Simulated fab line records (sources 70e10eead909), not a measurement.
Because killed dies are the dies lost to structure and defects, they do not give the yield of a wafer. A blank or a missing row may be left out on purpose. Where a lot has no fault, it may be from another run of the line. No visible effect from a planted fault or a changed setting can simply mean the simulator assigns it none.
Chamber matching || flow nand harc || 4 sister chambers for NHARC_P_M1_ETCH_35 on rie diel-11
The step etches the open film in N2/H2, target depth 40 nm, overetch 12 nm, time 43.94 s. 8 wafers are shown with their chamber, then 8 later ones without.

== WAFERS PAIRED WITH THEIR CHAMBERS ==
{"wafer": "L255.1", "chamber": 0, "showerhead plenum p Torr (Torr)": 1.95, "drypump motor current A (A)": 6.01}
{"wafer": "L255.4", "chamber": 3, "showerhead plenum p Torr (Torr)": 2.01, "drypump motor current A (A)": 5.76}
{"wafer": "L257.5", "chamber": 3, "showerhead plenum p Torr (Torr)": 2.01, "drypump motor current A (A)": 5.76}
{"wafer": "L257.6", "chamber": 2, "showerhead plenum p Torr (Torr)": 2.00, "drypump motor current A (A)": 5.65}
{"wafer": "L259.2", "chamber": 1, "showerhead plenum p Torr (Torr)": 2.00, "drypump motor current A (A)": 5.94}
{"wafer": "L259.4", "chamber": 2, "showerhead plenum p Torr (Torr)": 2.00, "drypump motor current A (A)": 5.67}
{"wafer": "L259.5", "chamber": 0, "showerhead plenum p Torr (Torr)": 1.94, "drypump motor current A (A)": 6.06}
{"wafer": "L260.2", "chamber": 1, "showerhead plenum p Torr (Torr)": 2.00, "drypump motor current A (A)": 5.91}

== WAFERS MISSING THEIR CHAMBER ==
{"wafer": "L260.4", "showerhead plenum p Torr (Torr)": 1.94, "drypump motor current A (A)": 6.08}
{"wafer": "L260.5", "showerhead plenum p Torr (Torr)": 1.94, "drypump motor current A (A)": 6.05}
{"wafer": "L263.2", "showerhead plenum p Torr (Torr)": 2.00, "drypump motor current A (A)": 5.64}
{"wafer": "L263.3", "showerhead plenum p Torr (Torr)": 2.01, "drypump motor current A (A)": 5.75}
{"wafer": "L263.4", "showerhead plenum p Torr (Torr)": 1.94, "drypump motor current A (A)": 6.06}
{"wafer": "L265.1", "showerhead plenum p Torr (Torr)": 2.00, "drypump motor current A (A)": 5.96}
{"wafer": "L265.2", "showerhead plenum p Torr (Torr)": 1.94, "drypump motor current A (A)": 6.04}
{"wafer": "L265.3", "showerhead plenum p Torr (Torr)": 2.01, "drypump motor current A (A)": 5.74}

== CHAMBER TAKEN BY EACH ==
{"wafer": "L260.4", "from the rows above": 0, "in truth": 0}
{"wafer": "L260.5", "from the rows above": 0, "in truth": 0}
{"wafer": "L263.2", "from the rows above": 2, "in truth": 2}
{"wafer": "L263.3", "from the rows above": 3, "in truth": 3}
{"wafer": "L263.4", "from the rows above": 0, "in truth": 0}
{"wafer": "L265.1", "from the rows above": 1, "in truth": 1}
{"wafer": "L265.2", "from the rows above": 0, "in truth": 0}
{"wafer": "L265.3", "from the rows above": 3, "in truth": 3}
Correctly placed: 8 of 8. Can't be placed from these rows: 0. Wrongly placed: 0.
How it was worked out, from the rows above alone: a wafer's distance from a chamber is the root of the sum, over the readings, of the square of ((its reading less the chamber's mean) divided by the reading's scatter). The wafer belongs to the nearest chamber; if the next one is less than 2 further off, it can't be placed. Each chamber's mean is taken over the wafers shown for it. The scatter: the root of (the sum of the squares of (reading less its chamber's mean) over the shown wafers, divided by (wafers less chambers)).
